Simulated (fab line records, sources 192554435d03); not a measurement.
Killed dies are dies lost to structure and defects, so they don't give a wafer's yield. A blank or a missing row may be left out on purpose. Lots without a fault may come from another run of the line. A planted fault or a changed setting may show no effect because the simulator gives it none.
A struck lot beside a sound one | flow n5_finfet | 16 steps out of a route of 1938
Sound: wafers L591.2, L591.4, L591.6. Struck: wafer L598.3. (L598.1, L598.6 of the same lot were not struck and are left out.) The cause comes at the end.
At each step with rows: each side's tool, then ch and its chambers, then its first start. Under that, the readings that differ: sound wafers | struck wafers | difference of the means | sigmas: that difference in standard deviations of wafers without a fault.
alike: readings whose means differ by less than 2 such deviations, and words and numbers that are the same on both sides. not compared: withheld readings, readings that some wafer has no value for, bounds like >300 that may hide the same value, and numbers for which the record gives no deviation and whose values overlap.
The two part at a step that has a row with sigmas, a row that says differs or no value, or rows on one side only. Numbers that don't overlap but have no deviation are shown without sigmas and don't part them. A reading that every wafer of one side lacks parts them only if that side has two wafers or more.

N5_FIN_SAQP_ETCH_65: etches SiO2 in CF4, target depth 4 nm, time 4.4 s.
  sound on rie_si-05 ch 1,2, day 2 00:28; struck on rie_si-02 ch 3, day 4 02:47
  alike: drypump_motor_current_A, he_backside_leak_sccm, oes_product_au, throttle_valve_pct
  not compared: rf_hours_counter_h
N5_FIN_SAQP_MANDREL_ETCH_58: etches a-Si in HBr/Cl2, stops on SiNx, target depth 45 nm, bt time 10 s, time 27 s.
  sound on rie_si-05 ch 1,2, day 2 00:30; struck on rie_si-02 ch 3, day 4 02:50
  reading                | sound             | struck | difference | sigmas
  throttle_valve_pct (%) | 35.72 35.25 35.73 | 34.95  | -0.62      | -2
  alike: drypump_motor_current_A, he_backside_leak_sccm, oes_product_au
  not compared: rf_hours_counter_h
N5_FIN_SAQP_RECESS_63: chemistry HF/NH3, target SiO2, target depth 18 nm, afs cycles 3, sublimation time 60 s.
  sound on vapor_etch-01 ch 1, day 2 00:35; struck on vapor_etch-01 ch 1, day 4 02:55
  alike: drypump_motor_current_A
then, 4 steps without rows for these wafers: N5_FIN_SAQP_COAT_68 (time 60 s, resist thk 100 nm); N5_FIN_SAQP_ETCH_69 (etches SOC in N2/H2, stops on SiNx, target depth 150 nm); N5_FIN_SAQP_ETCH_67 (etches SiNx in CH3F/O2, target depth 30 nm); N5_FIN_SAQP_STRIP_70 (strips in N2/H2).
N5_FIN_SAQP_RECESS_71: chemistry HF/NH3, target SiO2, target depth 3 nm, afs cycles 1, sublimation time 60 s.
  sound on vapor_etch-02 ch 0, day 2 01:11; struck on vapor_etch-02 ch 1, day 4 03:31
  reading                     | sound       | struck | difference | sigmas
  drypump_motor_current_A (A) | 6.8 6.8 6.8 | 4.7    | -2.1       | -3
then, 2 steps without rows for these wafers: N5_FIN_SAQP_SPACER2_ALD_28 (deposits SiO2, target thk 8.1 nm, pulse time 1 s, purge time 2 s); N5_FIN_SAQP_SPACER2_ETCHBACK_29 (etches SiO2 in CHF3/O2, target depth 12.2 nm, time 6.1 s).
N5_FIN_SAQP_MANDREL2_REMOVE_60: chemistry HBr/Cl2/O2, target a-Si, stops on SiNx, bt time 10 s.
  sound on rie_si-05 ch 0,3, day 2 02:07; struck on rie_si-02 ch 3, day 4 04:04
  alike: drypump_motor_current_A, he_backside_leak_sccm, oes_o_777_au, oes_product_au, throttle_valve_pct
  not compared: rf_hours_counter_h
N5_FIN_SAQP_CD_MEAS_31: target cd 8 nm.
  sound on cd_sem-03 ch 0, day 2 02:13; struck on cd_sem-02 ch 0, day 4 04:11
  alike: cd_nm
N5_FIN_SAQP_HM_OPEN_33: chemistry CH3F/O2, target SiNx, target depth 49.4 nm, time 70.6 s.
  sound on rie_diel-03 ch 0,2, day 2 02:23; struck on rie_diel-05 ch 3, day 4 04:23
  reading               | sound          | struck | difference | sigmas
  etch_rf_on_time_s (s) | 66.7 65.0 66.2 | 80.0   | +14.0      | +9
  alike: drypump_motor_current_A, oes_o_777_au, oes_product_au, rf_vpp_V, showerhead_plenum_p_Torr, throttle_valve_pct
  not compared: rf_hours_counter_h
then, 1 step without rows for these wafers: N5_FIN_SAQP_ETCH_34 (etches SiO2 in C4F6/O2, target depth 45 nm, time 15 s).
-- the record jumps here: 6 days lie between the struck wafers' starts before and after (it left off in module FIN_SAQP and takes up again in module BEOL_M4, whose first step shown is number 1111 of the route) --
N5_BEOL_M4_RC_MEAS_101:
  sound on prober-01 ch 0, day 8 15:38; struck on prober-01 ch 0, day 10 10:50
  reading        | sound          | struck | difference | sigmas
  DIBL_N (mV/V)  | 35.6 37.5 35.6 | 40.9   | +4.7       | +2
  IOFF_N (nA/um) | 0.15 0.18 0.14 | 0.25   | +0.09      | +3
  IOFF_P (nA/um) | 0.15 0.20 0.14 | 0.29   | +0.13      | +3
  ION_P (uA/um)  | 443 464 450    | 473    | +21        | +2
  SS_P (mV/dec)  | 72.8 73.8 72.5 | 75.2   | +2.2       | +3
  VT_P (mV)      | -256 -254 -256 | -246   | +9         | +3
  alike: DIBL_P, ION_N, SS_N, VT_N
-- the record jumps here: 5 days lie between the struck wafers' starts before and after (it left off in module BEOL_M4 and takes up again in module PASSIVATION, whose first step shown is number 1936 of the route) --
N5_PASSIVATION_PROBE_49:
  sound on prober-01, day 13 06:28; struck on prober-02, day 15 00:43
  reading         | sound  | struck | difference | sigmas
  killed_at_other | 5 10 8 | 2      | -6         | -2
  alike: defect_limited_yield, killed_at_M0_to_M3, killed_at_M4_up, killed_at_contacts, killed_at_front_end, killed_dies, killed_open, killed_short, sort_bin_5_function, sort_bin_6_memory, sort_bin_8_speed, sort_n_pass, sort_yield_pct

WHERE THEY PART
First at N5_FIN_SAQP_MANDREL_ETCH_58; last, within this record, at N5_PASSIVATION_PROBE_49.

WHY: what the simulator had put in
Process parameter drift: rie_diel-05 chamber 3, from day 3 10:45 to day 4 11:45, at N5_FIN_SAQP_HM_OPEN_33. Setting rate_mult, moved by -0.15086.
